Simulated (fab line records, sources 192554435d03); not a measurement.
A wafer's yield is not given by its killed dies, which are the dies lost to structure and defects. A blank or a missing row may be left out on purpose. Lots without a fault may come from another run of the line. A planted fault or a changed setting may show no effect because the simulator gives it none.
Chamber matching | flow n5_finfet | N5_BEOL_M10_STRIP_67 on rie_diel-02 has 4 sister chambers
The step strips in CF4. 8 wafers are shown with their chamber, then 9 later ones without.

== WAFERS WITH THEIR CHAMBER ==
wafer  | chamber | drypump_motor_current_A (A) | oes_product_au (a.u.)
L078.1 | 2       | 4.9                         | 0.70
L083.6 | 2       | 4.9                         | 0.70
L085.3 | 0       | 6.2                         | 0.78
L085.4 | 1       | 5.7                         | 0.68
L085.6 | 3       | 5.8                         | 0.90
L087.3 | 0       | 6.2                         | 0.78
L087.4 | 3       | 5.8                         | 0.88
L087.6 | 1       | 5.6                         | 0.69

== WAFERS WITH NO CHAMBER GIVEN ==
wafer  | drypump_motor_current_A (A) | oes_product_au (a.u.)
L091.1 | 6.2                         | 0.77
L091.3 | 5.7                         | 0.68
L091.4 | 6.3                         | 0.77
L079.1 | 5.8                         | 0.86
L079.2 | 6.2                         | 0.76
L079.6 | 6.2                         | 0.76
L095.1 | 5.8                         | 0.85
L095.4 | 5.7                         | 0.95
L095.6 | 5.8                         | 0.84

== EACH ONE'S CHAMBER ==
wafer  | from the rows above | in truth
L091.1 | 0                   | 0
L091.3 | 1                   | 1
L091.4 | 0                   | 0
L079.1 | 3                   | 3
L079.2 | 0                   | 0
L079.6 | 0                   | 0
L095.1 | 3                   | 3
L095.4 | 3                   | 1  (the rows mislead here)
L095.6 | 3                   | 3
Placed correctly: 8 of 9. Left unplaced by these rows: 0. Number placed wrongly: 1.
How it was worked out, from the rows above alone: a wafer's distance from a chamber is the root of the sum, over the readings, of the square of ((its reading less the chamber's mean) divided by the reading's scatter). If the next closest chamber is less than 2 further off than the closest, the wafer can't be placed; otherwise it belongs to the closest. A chamber's mean is the mean of its shown wafers. The scatter: take each reading less its chamber's mean, square it, sum over the shown wafers, divide by the number of wafers less the number of chambers, and take the root.
